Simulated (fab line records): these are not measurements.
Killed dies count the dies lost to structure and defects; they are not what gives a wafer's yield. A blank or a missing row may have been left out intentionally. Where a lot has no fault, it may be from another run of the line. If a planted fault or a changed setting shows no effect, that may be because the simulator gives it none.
Lot-split experiment / flow n5 finfet / on a route of 1938 steps: 7 lots, 39 wafers read

== SPLIT DETAILS ==
At N5_PASSIVATION_ETCH_15 (etches SiCN in CF4/N2, target depth 75 nm, time 81.2 s), the setting target depth a was moved away from the recipe's 750 angstrom on 6 of the 39 wafers read, by -41.1% to -29.3%. This setting was run at the recipe's value on the other wafers.

The split's own step is where the reading is taken.

== THE READING ==
etch.depth nm (the simulator's own value, which no gauge read), in nm, at N5_PASSIVATION_ETCH_15 (etches SiCN in CF4/N2, target depth 75 nm, time 81.2 s). The file gives no usual value for it. The 33 wafers here that ran the recipe average 64.86 nm, standard deviation 1.1 nm.

wafer=L074.1; tool, chamber at the split=rie diel-01, 0; target depth a as run, angstrom=750; against the recipe=recipe; etch.depth nm, nm=65.79; against lot-mates on the recipe=-
wafer=L074.2; tool, chamber at the split=rie diel-01, 3; target depth a as run, angstrom=750; against the recipe=recipe; etch.depth nm, nm=66.84; against lot-mates on the recipe=-
wafer=L074.3; tool, chamber at the split=rie diel-01, 2; target depth a as run, angstrom=750; against the recipe=recipe; etch.depth nm, nm=63.7; against lot-mates on the recipe=-
wafer=L074.4; tool, chamber at the split=rie diel-01, 1; target depth a as run, angstrom=750; against the recipe=recipe; etch.depth nm, nm=64.57; against lot-mates on the recipe=-
wafer=L074.5; tool, chamber at the split=rie diel-01, 0; target depth a as run, angstrom=750; against the recipe=recipe; etch.depth nm, nm=65.42; against lot-mates on the recipe=-
wafer=L074.6; tool, chamber at the split=rie diel-01, 1; target depth a as run, angstrom=750; against the recipe=recipe; etch.depth nm, nm=64.67; against lot-mates on the recipe=-
wafer=L075.1; tool, chamber at the split=rie diel-01, 3; target depth a as run, angstrom=750; against the recipe=recipe; etch.depth nm, nm=67.37; against lot-mates on the recipe=-
wafer=L075.2; tool, chamber at the split=rie diel-01, 0; target depth a as run, angstrom=750; against the recipe=recipe; etch.depth nm, nm=66.1; against lot-mates on the recipe=-
wafer=L075.3; tool, chamber at the split=rie diel-01, 1; target depth a as run, angstrom=750; against the recipe=recipe; etch.depth nm, nm=65.04; against lot-mates on the recipe=-
wafer=L075.4; tool, chamber at the split=rie diel-01, 2; target depth a as run, angstrom=750; against the recipe=recipe; etch.depth nm, nm=64.59; against lot-mates on the recipe=-
wafer=L075.5; tool, chamber at the split=rie diel-01, 1; target depth a as run, angstrom=750; against the recipe=recipe; etch.depth nm, nm=64.81; against lot-mates on the recipe=-
wafer=L075.6; tool, chamber at the split=rie diel-01, 2; target depth a as run, angstrom=750; against the recipe=recipe; etch.depth nm, nm=64.87; against lot-mates on the recipe=-
wafer=L078.1; tool, chamber at the split=rie diel-02, 2; target depth a as run, angstrom=750; against the recipe=recipe; etch.depth nm, nm=62.86; against lot-mates on the recipe=-
wafer=L078.2; tool, chamber at the split=rie diel-02, 0; target depth a as run, angstrom=750; against the recipe=recipe; etch.depth nm, nm=63.92; against lot-mates on the recipe=-
wafer=L078.3; tool, chamber at the split=rie diel-02, 3; target depth a as run, angstrom=750; against the recipe=recipe; etch.depth nm, nm=64.33; against lot-mates on the recipe=-
wafer=L078.4; tool, chamber at the split=rie diel-02, 1; target depth a as run, angstrom=750; against the recipe=recipe; etch.depth nm, nm=63.87; against lot-mates on the recipe=-
wafer=L078.5; tool, chamber at the split=rie diel-02, 0; target depth a as run, angstrom=750; against the recipe=recipe; etch.depth nm, nm=64.35; against lot-mates on the recipe=-
wafer=L078.6; tool, chamber at the split=rie diel-02, 3; target depth a as run, angstrom=750; against the recipe=recipe; etch.depth nm, nm=64.43; against lot-mates on the recipe=-
wafer=L079.1; tool, chamber at the split=rie diel-02, 1; target depth a as run, angstrom=750; against the recipe=recipe; etch.depth nm, nm=65.75; against lot-mates on the recipe=-
wafer=L079.2; tool, chamber at the split=rie diel-02, 0; target depth a as run, angstrom=750; against the recipe=recipe; etch.depth nm, nm=65.25; against lot-mates on the recipe=-
wafer=L079.6; tool, chamber at the split=rie diel-02, 2; target depth a as run, angstrom=750; against the recipe=recipe; etch.depth nm, nm=64.42; against lot-mates on the recipe=-
wafer=L082.1; tool, chamber at the split=rie diel-01, 1; target depth a as run, angstrom=750; against the recipe=recipe; etch.depth nm, nm=63.97; against lot-mates on the recipe=-
wafer=L082.2; tool, chamber at the split=rie diel-01, 0; target depth a as run, angstrom=750; against the recipe=recipe; etch.depth nm, nm=66; against lot-mates on the recipe=-
wafer=L082.3; tool, chamber at the split=rie diel-01, 2; target depth a as run, angstrom=441.9; against the recipe=-41.1%; etch.depth nm, nm=37.57; against lot-mates on the recipe=-27.86
wafer=L082.4; tool, chamber at the split=rie diel-01, 3; target depth a as run, angstrom=750; against the recipe=recipe; etch.depth nm, nm=66.31; against lot-mates on the recipe=-
wafer=L082.5; tool, chamber at the split=rie diel-01, 3; target depth a as run, angstrom=441.9; against the recipe=-41.1%; etch.depth nm, nm=38.98; against lot-mates on the recipe=-26.45
wafer=L082.6; tool, chamber at the split=rie diel-01, 0; target depth a as run, angstrom=441.9; against the recipe=-41.1%; etch.depth nm, nm=38.26; against lot-mates on the recipe=-27.17
wafer=L085.1; tool, chamber at the split=rie diel-01, 2; target depth a as run, angstrom=750; against the recipe=recipe; etch.depth nm, nm=63.93; against lot-mates on the recipe=-
wafer=L085.2; tool, chamber at the split=rie diel-01, 3; target depth a as run, angstrom=750; against the recipe=recipe; etch.depth nm, nm=66.29; against lot-mates on the recipe=-
wafer=L085.3; tool, chamber at the split=rie diel-01, 1; target depth a as run, angstrom=750; against the recipe=recipe; etch.depth nm, nm=63.91; against lot-mates on the recipe=-
wafer=L085.4; tool, chamber at the split=rie diel-01, 0; target depth a as run, angstrom=750; against the recipe=recipe; etch.depth nm, nm=65.58; against lot-mates on the recipe=-
wafer=L085.5; tool, chamber at the split=rie diel-01, 2; target depth a as run, angstrom=750; against the recipe=recipe; etch.depth nm, nm=63.54; against lot-mates on the recipe=-
wafer=L085.6; tool, chamber at the split=rie diel-01, 3; target depth a as run, angstrom=750; against the recipe=recipe; etch.depth nm, nm=66.37; against lot-mates on the recipe=-
wafer=L090.1; tool, chamber at the split=rie diel-06, 0; target depth a as run, angstrom=750; against the recipe=recipe; etch.depth nm, nm=62.53; against lot-mates on the recipe=-
wafer=L090.2; tool, chamber at the split=rie diel-06, 2,3; target depth a as run, angstrom=530.1; against the recipe=-29.3%; etch.depth nm, nm=45.45; against lot-mates on the recipe=-18.42
wafer=L090.4; tool, chamber at the split=rie diel-06, 2,3; target depth a as run, angstrom=530.1; against the recipe=-29.3%; etch.depth nm, nm=45.45; against lot-mates on the recipe=-18.42
wafer=L090.3; tool, chamber at the split=rie diel-06, 1; target depth a as run, angstrom=530.1; against the recipe=-29.3%; etch.depth nm, nm=45.48; against lot-mates on the recipe=-18.39
wafer=L090.5; tool, chamber at the split=rie diel-06, 3; target depth a as run, angstrom=750; against the recipe=recipe; etch.depth nm, nm=64.34; against lot-mates on the recipe=-
wafer=L090.6; tool, chamber at the split=rie diel-06, 2; target depth a as run, angstrom=750; against the recipe=recipe; etch.depth nm, nm=64.73; against lot-mates on the recipe=-
The file does not say which wafer passed through which chamber wherever a row lists several chambers: such a row stands for several wafers.

FIT RESULTS
A straight line over all 39 wafers: etch.depth nm changes by +0.652 nm for each +1% of target depth a; r = +0.99; the points scatter about the line by 1.1 nm.
The same after taking each lot's own level away (the mean of its wafers on the recipe; 39 wafers): +0.65 nm for each +1%; r = +0.99; scatter 0.92 nm.
According to that fit, moving target depth a by its largest amount changes the reading by 27 nm.
Across the lots, their own levels run from 63.867 to 65.463 nm, a range of 1.4 times the standard deviation given above.
So the lot-to-lot level changes the slope little: the two slopes agree.
Check: -26.4 nm against its lot-mates is what the line predicts for one of the wafers moved furthest among these (-41.1%) when that wafer is left out of the fit. Against them it came out at -27.9 nm.

== ADDITIONAL SPLITS CARRIED BY THESE WAFERS ==
These wafers also went through other splits before the reading. Each is held against what the fit with the lots' levels taken away leaves over:
other split on the same wafers=N5_BEOL_M11_TRENCH_ETCH_37 time s; wafers away from the commonest value=15; r with etch.depth nm (lot level and that fit taken away)=+0.18

== THE FILE'S OWN FIT ==
etch.depth nm changes by +0.65 nm for each +1% of target depth a, r = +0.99.
